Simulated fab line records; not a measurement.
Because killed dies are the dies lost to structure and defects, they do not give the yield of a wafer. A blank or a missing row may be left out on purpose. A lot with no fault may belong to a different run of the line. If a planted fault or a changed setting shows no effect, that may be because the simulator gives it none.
What tool caused it? / flow nand harc / 12 lots with 36 wafers sampled at 6 steps, on a route of 1159 steps

## WHAT EACH GAUGE READ, for each wafer
NHARC_A_ONON_D1_THK_MEAS_24: measures by ellipsometry. Usual: thk nm at 1001 nm, with a standard deviation of 7.4.
lot=L360; measured=day 8 04:56; on=film metro-01; thk nm (nm)=990 991 993; flag=
lot=L359; measured=day 8 04:55; on=film metro-02; thk nm (nm)=1003 1004 1004; flag=
lot=L362; measured=day 9 00:58; on=film metro-01; thk nm (nm)=989 991 990; flag=
lot=L364; measured=day 9 00:58; on=film metro-01; thk nm (nm)=1009 1007 1006; flag=
lot=L365; measured=day 9 11:59; on=film metro-02; thk nm (nm)=1007 1006 1005; flag=
lot=L367; measured=day 10 01:52; on=film metro-01; thk nm (nm)=997 998 997; flag=
lot=L369; measured=day 11 02:46; on=film metro-02; thk nm (nm)=992 992 993; flag=
lot=L374; measured=day 11 19:11; on=film metro-02; thk nm (nm)=1002 1003 1863; flag=OFF
lot=L373; measured=day 11 19:01; on=film metro-01; thk nm (nm)=998 1000 1000; flag=
lot=L377; measured=day 12 09:35; on=film metro-02; thk nm (nm)=1005 1004 1867; flag=OFF
lot=L381; measured=day 13 20:32; on=film metro-02; thk nm (nm)=1003 1004 1004; flag=
lot=L382; measured=day 13 20:36; on=film metro-02; thk nm (nm)=988 990 989; flag=

NHARC_A_CHANNEL_HOLE_D1_OVL_MEAS_11. Usual: overlay x nm 0.0 nm, standard deviation 0.85; overlay y nm -0.2 nm, standard deviation 0.77.
lot=L360; measured=day 8 11:40; on=overlay-02; overlay x nm (nm)=0.0 0.2 0.6; overlay y nm (nm)=-1.5 -1.2 -1.0; flag=
lot=L359; measured=day 8 09:50; on=overlay-02; overlay x nm (nm)=0.6 0.9 0.9; overlay y nm (nm)=-0.4 -0.3 -1.0; flag=
lot=L362; measured=day 9 05:28; on=overlay-01; overlay x nm (nm)=-0.7 -0.3 -0.7; overlay y nm (nm)=-0.1 0.2 -0.5; flag=
lot=L364; measured=day 9 06:32; on=overlay-02; overlay x nm (nm)=-0.4 -0.1 -0.7; overlay y nm (nm)=1.6 0.8 0.7; flag=
lot=L365; measured=day 9 16:37; on=overlay-02; overlay x nm (nm)=1.0 0.4 0.7; overlay y nm (nm)=-0.8 -1.1 -0.1; flag=
lot=L367; measured=day 10 07:47; on=overlay-01; overlay x nm (nm)=0.4 0.5 0.2; overlay y nm (nm)=-1.0 -0.3 -0.6; flag=
lot=L369; measured=day 11 08:14; on=overlay-01; overlay x nm (nm)=-1.2 -2.1 -1.9; overlay y nm (nm)=0.4 0.4 0.1; flag=
lot=L374; measured=day 12 00:42; on=overlay-01; overlay x nm (nm)=-1.4 -1.0; overlay y nm (nm)=-1.1 -1.2; flag=
lot=L373; measured=day 11 23:23; on=overlay-02; overlay x nm (nm)=-0.2 -0.1 0.2; overlay y nm (nm)=0.3 0.1 -0.1; flag=
lot=L377; measured=day 12 14:47; on=overlay-02; overlay x nm (nm)=-0.8 -1.1; overlay y nm (nm)=-0.3 -0.2; flag=
lot=L381; measured=day 14 01:49; on=overlay-02; overlay x nm (nm)=1.1 0.8 1.4; overlay y nm (nm)=1.2 0.7 0.7; flag=
lot=L382; measured=day 14 02:43; on=overlay-02; overlay x nm (nm)=0.9 0.7 1.1; overlay y nm (nm)=0.1 0.4 0.8; flag=

NHARC_END_SORT_01. Usual: killed at array 28, standard deviation 11; killed at other 0.6, standard deviation 0.85; killed at periphery 2.8, standard deviation 2.3; killed dies 31, standard deviation 11; killed open 3.1, standard deviation 1.6; killed short 2.0, standard deviation 1.4.
lot=L360; measured=day 19 11:36; on=prober-01; killed at array=26 22 24; killed at other=1 0 0; killed at periphery=2 4 1; killed dies=29 26 25; killed open=4 3 4; killed short=2 2 0; flag=
lot=L359; measured=day 19 15:49; on=prober-02; killed at array=30 28 30; killed at other=0 1 0; killed at periphery=3 1 0; killed dies=33 30 30; killed open=4 2 1; killed short=3 1 4; flag=
lot=L362; measured=day 20 04:07; on=prober-01; killed at array=28 31 34; killed at other=1 1 0; killed at periphery=1 3 0; killed dies=30 35 34; killed open=3 4 5; killed short=0 1 0; flag=
lot=L364; measured=day 19 19:31; on=prober-01; killed at array=22 28 27; killed at other=1 0 0; killed at periphery=5 2 3; killed dies=28 30 30; killed open=5 2 4; killed short=3 2 3; flag=
lot=L365; measured=day 20 13:37; on=prober-02; killed at array=12 12 11; killed at other=1 0 1; killed at periphery=3 6 1; killed dies=16 18 13; killed open=4 5 2; killed short=3 0 1; flag=
lot=L367; measured=day 21 11:10; on=prober-01; killed at array=39 33 42; killed at other=0 1 0; killed at periphery=1 0 0; killed dies=40 34 42; killed open=3 4 2; killed short=2 3 3; flag=
lot=L369; measured=day 22 11:32; on=prober-01; killed at array=15 18 21; killed at other=1 0 2; killed at periphery=6 2 1; killed dies=22 20 24; killed open=3 3 4; killed short=0 1 2; flag=
lot=L374; measured=day 23 16:34; on=prober-02; killed at array=25 23 674; killed at other=1 0 0; killed at periphery=1 2 3; killed dies=27 25 677; killed open=6 5 4; killed short=3 3 1; flag=OFF
lot=L373; measured=day 23 04:35; on=prober-01; killed at array=23 30 20; killed at other=0 1 1; killed at periphery=0 1 0; killed dies=23 32 21; killed open=3 2 0; killed short=2 0 3; flag=
lot=L377; measured=day 23 04:33; on=prober-02; killed at array=46 28 672; killed at other=0 0 0; killed at periphery=6 8 5; killed dies=52 36 677; killed open=4 2 5; killed short=2 1 3; flag=OFF
lot=L381; measured=day 24 22:55; on=prober-02; killed at array=28 38 27; killed at other=1 0 0; killed at periphery=6 8 4; killed dies=35 46 31; killed open=4 5 1; killed short=2 5 5; flag=
lot=L382; measured=day 24 20:50; on=prober-01; killed at array=29 30 27; killed at other=2 1 3; killed at periphery=7 13 4; killed dies=38 44 34; killed open=4 3 0; killed short=3 2 1; flag=

## TOOL THAT RAN EACH LOT (tool first, then ch and the chambers of the sampled wafers, then the start)
lot=L360; NHARC_A_ZERO_WELL_ETCH_19=rie diel-11 ch 0,1,3, day 6 20:14; NHARC_A_ONON_D1_DEP_22=pecvd onon-04 ch 0, day 8 04:25; NHARC_A_ONON_D1_DEP_33=pecvd-01 ch 1,2, day 8 06:11
lot=L359; NHARC_A_ZERO_WELL_ETCH_19=rie diel-11 ch 0,1, day 6 23:03; NHARC_A_ONON_D1_DEP_22=pecvd onon-03 ch 0, day 8 04:25; NHARC_A_ONON_D1_DEP_33=pecvd-03 ch 0,1,2, day 8 06:10
lot=L362; NHARC_A_ZERO_WELL_ETCH_19=rie diel-06 ch 1,2,3, day 7 14:50; NHARC_A_ONON_D1_DEP_22=pecvd onon-02 ch 0, day 9 00:31; NHARC_A_ONON_D1_DEP_33=pecvd-03 ch 1,2, day 9 02:10
lot=L364; NHARC_A_ZERO_WELL_ETCH_19=rie diel-12 ch 0,2, day 7 15:26; NHARC_A_ONON_D1_DEP_22=pecvd onon-04 ch 0, day 9 00:28; NHARC_A_ONON_D1_DEP_33=pecvd-01 ch 0,2, day 9 02:21
lot=L365; NHARC_A_ZERO_WELL_ETCH_19=rie diel-11 ch 2,3, day 8 01:53; NHARC_A_ONON_D1_DEP_22=pecvd onon-04 ch 0, day 9 11:35; NHARC_A_ONON_D1_DEP_33=pecvd-02 ch 0,2, day 9 13:16
lot=L367; NHARC_A_ZERO_WELL_ETCH_19=rie diel-12 ch 1,2, day 8 17:08; NHARC_A_ONON_D1_DEP_22=pecvd onon-02 ch 0, day 10 01:25; NHARC_A_ONON_D1_DEP_33=pecvd-01 ch 0,2, day 10 03:04
lot=L369; NHARC_A_ZERO_WELL_ETCH_19=rie diel-06 ch 0,1,2, day 9 13:55; NHARC_A_ONON_D1_DEP_22=pecvd onon-03 ch 0, day 11 02:16; NHARC_A_ONON_D1_DEP_33=pecvd-03 ch 0,1,2, day 11 03:59
lot=L374; NHARC_A_ZERO_WELL_ETCH_19=rie diel-06 ch 2,3, day 10 08:52; NHARC_A_ONON_D1_DEP_22=pecvd onon-02 ch 0, day 11 18:43; NHARC_A_ONON_D1_DEP_33=pecvd-01 ch 0,1,2, day 11 20:22
lot=L373; NHARC_A_ZERO_WELL_ETCH_19=rie diel-06 ch 0,2,3, day 10 10:35; NHARC_A_ONON_D1_DEP_22=pecvd onon-04 ch 0, day 11 18:34; NHARC_A_ONON_D1_DEP_33=pecvd-03 ch 0,1,2, day 11 20:14
lot=L377; NHARC_A_ZERO_WELL_ETCH_19=rie diel-12 ch 0,1,2, day 10 22:38; NHARC_A_ONON_D1_DEP_22=pecvd onon-02 ch 0, day 12 09:08; NHARC_A_ONON_D1_DEP_33=pecvd-01 ch 0,1,2, day 12 10:46
lot=L381; NHARC_A_ZERO_WELL_ETCH_19=rie diel-12 ch 0,2,3, day 12 09:48; NHARC_A_ONON_D1_DEP_22=pecvd onon-03 ch 0, day 13 20:01; NHARC_A_ONON_D1_DEP_33=pecvd-02 ch 0,1, day 13 21:44
lot=L382; NHARC_A_ZERO_WELL_ETCH_19=rie diel-11 ch 0,1, day 12 10:23; NHARC_A_ONON_D1_DEP_22=pecvd onon-04 ch 0, day 13 20:04; NHARC_A_ONON_D1_DEP_33=pecvd-03 ch 1,2, day 13 21:52
- NHARC_A_ZERO_WELL_ETCH_19: etches the open film in N2/H2, target depth 80 nm, overetch 24 nm, time 87.88 s.
- NHARC_A_ONON_D1_DEP_22: target thk 1000 nm.
- NHARC_A_ONON_D1_DEP_33: deposits SiO2, target thk 200 nm.

## WHAT THE TOOLS THEMSELVES READ (means of the sampled wafers that have a number; where no wafer has one, the mark that the record gives instead)
NHARC_A_ZERO_WELL_ETCH_19. Usual: drypump motor current A 5.8 A, standard deviation 0.41; oes product au 0.994 a.u., standard deviation 0.011; rf vpp V 430.4 V, standard deviation 2.9; showerhead plenum p Torr 2.04 Torr, standard deviation 0.11; throttle valve pct 14.171 %, standard deviation 0.0094.
lot=L360; tool=rie diel-11; drypump motor current A (A)=5.6; oes product au (a.u.)=0.995; rf vpp V (V)=429.5; showerhead plenum p Torr (Torr)=1.99; throttle valve pct (%)=14.182; flag=
lot=L359; tool=rie diel-11; drypump motor current A (A)=5.5; oes product au (a.u.)=0.990; rf vpp V (V)=430.5; showerhead plenum p Torr (Torr)=2.01; throttle valve pct (%)=14.164; flag=
lot=L362; tool=rie diel-06; drypump motor current A (A)=5.6; oes product au (a.u.)=0.985; rf vpp V (V)=432.8; showerhead plenum p Torr (Torr)=2.12; throttle valve pct (%)=14.167; flag=
lot=L364; tool=rie diel-12; drypump motor current A (A)=6.0; oes product au (a.u.)=0.990; rf vpp V (V)=429.7; showerhead plenum p Torr (Torr)=2.02; throttle valve pct (%)=14.175; flag=
lot=L365; tool=rie diel-11; drypump motor current A (A)=5.7; oes product au (a.u.)=0.981; rf vpp V (V)=428.8; showerhead plenum p Torr (Torr)=1.96; throttle valve pct (%)=14.175; flag=
lot=L367; tool=rie diel-12; drypump motor current A (A)=6.4; oes product au (a.u.)=0.998; rf vpp V (V)=431.1; showerhead plenum p Torr (Torr)=2.06; throttle valve pct (%)=14.172; flag=
lot=L369; tool=rie diel-06; drypump motor current A (A)=5.5; oes product au (a.u.)=0.996; rf vpp V (V)=432.6; showerhead plenum p Torr (Torr)=2.11; throttle valve pct (%)=14.175; flag=
lot=L374; tool=rie diel-06; drypump motor current A (A)=5.4; oes product au (a.u.)=0.995; rf vpp V (V)=432.0; showerhead plenum p Torr (Torr)=2.11; throttle valve pct (%)=14.174; flag=
lot=L373; tool=rie diel-06; drypump motor current A (A)=5.3; oes product au (a.u.)=0.986; rf vpp V (V)=432.1; showerhead plenum p Torr (Torr)=2.09; throttle valve pct (%)=14.172; flag=
lot=L377; tool=rie diel-12; drypump motor current A (A)=6.1; oes product au (a.u.)=0.992; rf vpp V (V)=429.1; showerhead plenum p Torr (Torr)=2.00; throttle valve pct (%)=14.166; flag=
lot=L381; tool=rie diel-12; drypump motor current A (A)=6.2; oes product au (a.u.)=1.004; rf vpp V (V)=431.6; showerhead plenum p Torr (Torr)=2.09; throttle valve pct (%)=14.167; flag=
lot=L382; tool=rie diel-11; drypump motor current A (A)=5.5; oes product au (a.u.)=0.991; rf vpp V (V)=429.5; showerhead plenum p Torr (Torr)=2.00; throttle valve pct (%)=14.170; flag=

NHARC_A_ONON_D1_DEP_22. Usual: nh3 flow sccm 500.0 sccm, standard deviation 1.4; susceptor temp C 400.04 C, standard deviation 0.24.
lot=L360; tool=pecvd onon-04; nh3 flow sccm (sccm)=500.9; susceptor temp C (C)=399.86; flag=
lot=L359; tool=pecvd onon-03; nh3 flow sccm (sccm)=500.6; susceptor temp C (C)=400.11; flag=
lot=L362; tool=pecvd onon-02; nh3 flow sccm (sccm)=498.5; susceptor temp C (C)=399.93; flag=
lot=L364; tool=pecvd onon-04; nh3 flow sccm (sccm)=500.9; susceptor temp C (C)=399.91; flag=
lot=L365; tool=pecvd onon-04; nh3 flow sccm (sccm)=500.1; susceptor temp C (C)=400.13; flag=
lot=L367; tool=pecvd onon-02; nh3 flow sccm (sccm)=499.7; susceptor temp C (C)=400.03; flag=
lot=L369; tool=pecvd onon-03; nh3 flow sccm (sccm)=500.5; susceptor temp C (C)=400.05; flag=
lot=L374; tool=pecvd onon-02; nh3 flow sccm (sccm)=498.4; susceptor temp C (C)=400.22; flag=
lot=L373; tool=pecvd onon-04; nh3 flow sccm (sccm)=499.7; susceptor temp C (C)=399.87; flag=
lot=L377; tool=pecvd onon-02; nh3 flow sccm (sccm)=499.9; susceptor temp C (C)=399.88; flag=
lot=L381; tool=pecvd onon-03; nh3 flow sccm (sccm)=500.9; susceptor temp C (C)=400.12; flag=
lot=L382; tool=pecvd onon-04; nh3 flow sccm (sccm)=499.7; susceptor temp C (C)=400.17; flag=

NHARC_A_ONON_D1_DEP_33. Usual: heater power w 572 W, standard deviation 78; susceptor temp C 399.96 C, standard deviation 0.2; throttle valve pct 16.0 %, standard deviation 0.36.
lot=L360; tool=pecvd-01; heater power w (W)=580; susceptor temp C (C)=400.12; throttle valve pct (%)=16.4; flag=
lot=L359; tool=pecvd-03; heater power w (W)=619; susceptor temp C (C)=400.07; throttle valve pct (%)=16.1; flag=
lot=L362; tool=pecvd-03; heater power w (W)=531; susceptor temp C (C)=399.85; throttle valve pct (%)=16.1; flag=
lot=L364; tool=pecvd-01; heater power w (W)=592; susceptor temp C (C)=399.97; throttle valve pct (%)=16.3; flag=
lot=L365; tool=pecvd-02; heater power w (W)=573; susceptor temp C (C)=400.10; throttle valve pct (%)=15.8; flag=
lot=L367; tool=pecvd-01; heater power w (W)=529; susceptor temp C (C)=400.10; throttle valve pct (%)=16.3; flag=
lot=L369; tool=pecvd-03; heater power w (W)=593; susceptor temp C (C)=399.83; throttle valve pct (%)=16.1; flag=
lot=L374; tool=pecvd-01; heater power w (W)=490; susceptor temp C (C)=400.03; throttle valve pct (%)=15.9; flag=
lot=L373; tool=pecvd-03; heater power w (W)=589; susceptor temp C (C)=400.03; throttle valve pct (%)=16.2; flag=
lot=L377; tool=pecvd-01; heater power w (W)=551; susceptor temp C (C)=399.87; throttle valve pct (%)=16.0; flag=
lot=L381; tool=pecvd-02; heater power w (W)=495; susceptor temp C (C)=400.18; throttle valve pct (%)=16.0; flag=
lot=L382; tool=pecvd-03; heater power w (W)=598; susceptor temp C (C)=400.14; throttle valve pct (%)=16.1; flag=

## THE ANSWER, worked out from the rows above alone
Rule: a lot counts as off when the mean over its wafers that have a number is more than 3 standard deviations away from the usual mean. Also off: a lot with no number at a reading for which 4 or more lots have one. Where the step has rows for the other lots, those lots are counted as sound. First the gauges in route order, then the tools' own readings, where a lot's mean is used as printed above. At the first step where some lot is off, the reading lying furthest off is the one used; lots without a number count as furthest.
Off: L374, L377, at NHARC_A_ONON_D1_THK_MEAS_24 (thk nm).
If a tool, at a process step before that reading, ran all the lots that are off and no sound lot after the first of them, it fits. Not tried: the gauges at NHARC_A_ONON_D1_THK_MEAS_24; whatever is off there is also off at NHARC_END_SORT_01, on other tools, and gauge error can't account for it. One fits: NHARC_A_ONON_D1_DEP_22 on pecvd onon-02. Its last sound lot is L367 (day 10 01:25), its first lot that is off L374 (day 11 18:43): a fault that began between those two fits.

## WHAT THE SIMULATOR HAD PUT IN
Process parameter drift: pecvd onon-02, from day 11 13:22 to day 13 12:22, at NHARC_A_ONON_D1_DEP_22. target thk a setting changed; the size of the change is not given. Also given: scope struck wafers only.
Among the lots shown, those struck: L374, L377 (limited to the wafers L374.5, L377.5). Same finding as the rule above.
